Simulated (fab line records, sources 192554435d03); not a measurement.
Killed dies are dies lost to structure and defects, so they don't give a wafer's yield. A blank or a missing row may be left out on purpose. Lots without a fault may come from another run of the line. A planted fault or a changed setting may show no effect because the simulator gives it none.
Chamber matching | flow n5_finfet | N5_BEOL_M9_ETCH_76 on rie_diel-01: 4 sister chambers
The step etches underlayer in N2/H2, target depth 6.5 nm, time 5.2 s. 4 wafers are shown with their chamber, then 7 later ones without.

WAFERS WITH THEIR CHAMBER
wafer  | chamber | showerhead_plenum_p_Torr (Torr)
L677.5 | 3       | 2.42
L681.2 | 1       | 2.51
L686.4 | 2       | 2.62
L686.5 | 0       | 2.52

WAFERS WITHOUT THEIR CHAMBER
wafer  | showerhead_plenum_p_Torr (Torr)
L686.6 | 2.51
L690.3 | 2.41
L690.5 | 2.62
L690.6 | 2.52
L691.1 | 2.51
L691.5 | 2.51
L691.6 | 2.41

WHICH CHAMBER EACH WENT THROUGH
wafer  | from the rows above     | in truth
L686.6 | can't be placed: 1 or 0 | 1
L690.3 | 3                       | 3
L690.5 | 2                       | 2
L690.6 | can't be placed: 0 or 1 | 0
L691.1 | can't be placed: 1 or 0 | 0
L691.5 | can't be placed: 1 or 0 | 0
L691.6 | 3                       | 3
Placed correctly: 3 of 7. Can't be placed from these rows: 4 (the true chamber is among the candidates in 4). Placed wrongly: 0.
How it was worked out, from the rows above alone: a wafer's distance from a chamber is the root of the sum, over the readings, of the square of ((its reading less the chamber's mean) divided by the reading's scatter). The wafer belongs to the nearest chamber; if the next one is less than 2 further off, it can't be placed. A chamber's mean is the mean of its shown wafers. The scatter: with one shown wafer a chamber, the root of the mean of the squares of how far each hidden wafer lies from its nearest shown one.
